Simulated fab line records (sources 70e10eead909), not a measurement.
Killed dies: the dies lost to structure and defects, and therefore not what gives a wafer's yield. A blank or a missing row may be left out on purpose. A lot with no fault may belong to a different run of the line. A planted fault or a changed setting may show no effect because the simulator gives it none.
Matching of chambers / flow nand_harc / 3 sister chambers for NHARC_P_M1_DEP_33 on pecvd-01
The step deposits SiCN, target thk 30 nm. 16 wafers are shown with their chamber, then 8 later ones without.

== WAFERS WITH THEIR CHAMBER ==
wafer=L074.4; chamber=1; heater_power_w (W)=593; rf_fwd_power_W (W)=447.6
wafer=L074.5; chamber=2; heater_power_w (W)=623; rf_fwd_power_W (W)=449.5
wafer=L074.6; chamber=0; heater_power_w (W)=453; rf_fwd_power_W (W)=446.8
wafer=L080.1; chamber=2; heater_power_w (W)=594; rf_fwd_power_W (W)=452.2
wafer=L080.2; chamber=0; heater_power_w (W)=536; rf_fwd_power_W (W)=446.0
wafer=L080.3; chamber=1; heater_power_w (W)=612; rf_fwd_power_W (W)=449.8
wafer=L082.3; chamber=2; heater_power_w (W)=508; rf_fwd_power_W (W)=451.3
wafer=L082.4; chamber=0; heater_power_w (W)=529; rf_fwd_power_W (W)=451.5
wafer=L082.5; chamber=2; heater_power_w (W)=500; rf_fwd_power_W (W)=449.1
wafer=L084.2; chamber=1; heater_power_w (W)=539; rf_fwd_power_W (W)=450.2
wafer=L084.4; chamber=1; heater_power_w (W)=535; rf_fwd_power_W (W)=449.3
wafer=L084.6; chamber=0; heater_power_w (W)=534; rf_fwd_power_W (W)=449.8
wafer=L090.3; chamber=2; heater_power_w (W)=545; rf_fwd_power_W (W)=449.6
wafer=L090.4; chamber=2; heater_power_w (W)=535; rf_fwd_power_W (W)=451.5
wafer=L090.6; chamber=1; heater_power_w (W)=597; rf_fwd_power_W (W)=446.3
wafer=L091.1; chamber=2; heater_power_w (W)=550; rf_fwd_power_W (W)=448.5

SIGNATURES, as means of the wafers listed above
reading=heater_power_w; chamber 0=513.00; chamber 1=575.20; chamber 2=550.71; scatter within a chamber=40.8
reading=rf_fwd_power_W; chamber 0=448.525; chamber 1=448.640; chamber 2=450.243; scatter within a chamber=1.81
Rule: for a wafer and a chamber, the distance is found by dividing, reading by reading, the gap between the wafer's reading and the chamber's mean by the reading's scatter, squaring, summing and taking the root. If the next closest chamber is less than 2 further off than the closest, the wafer can't be placed; otherwise it belongs to the closest. The scatter is the square root of a quotient: the sum, over the shown wafers, of each reading's squared deviation from its chamber's mean, divided by wafers minus chambers.

== WAFERS WITH NO CHAMBER GIVEN ==
wafer=L091.2; heater_power_w (W)=521; rf_fwd_power_W (W)=447.3
wafer=L091.4; heater_power_w (W)=515; rf_fwd_power_W (W)=447.7
wafer=L092.1; heater_power_w (W)=541; rf_fwd_power_W (W)=449.1
wafer=L092.3; heater_power_w (W)=610; rf_fwd_power_W (W)=448.2
wafer=L092.5; heater_power_w (W)=557; rf_fwd_power_W (W)=450.1
wafer=L094.1; heater_power_w (W)=578; rf_fwd_power_W (W)=450.0
wafer=L094.2; heater_power_w (W)=463; rf_fwd_power_W (W)=449.9
wafer=L094.3; heater_power_w (W)=505; rf_fwd_power_W (W)=450.9

== WHICH CHAMBER EACH ONE RAN IN ==
wafer=L091.2; from the rows above=can't be placed: 0 or 1 or 2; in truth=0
wafer=L091.4; from the rows above=can't be placed: 0 or 1 or 2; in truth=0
wafer=L092.1; from the rows above=can't be placed: 2 or 0 or 1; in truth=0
wafer=L092.3; from the rows above=can't be placed: 1 or 2 or 0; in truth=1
wafer=L092.5; from the rows above=can't be placed: 2 or 1 or 0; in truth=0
wafer=L094.1; from the rows above=can't be placed: 2 or 1 or 0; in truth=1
wafer=L094.2; from the rows above=can't be placed: 0 or 2 or 1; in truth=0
wafer=L094.3; from the rows above=can't be placed: 2 or 0 or 1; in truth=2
Placed correctly: 0 of 8. These rows do not allow placing 8 (true chamber among the candidates in 8). Wrongly placed: 0.
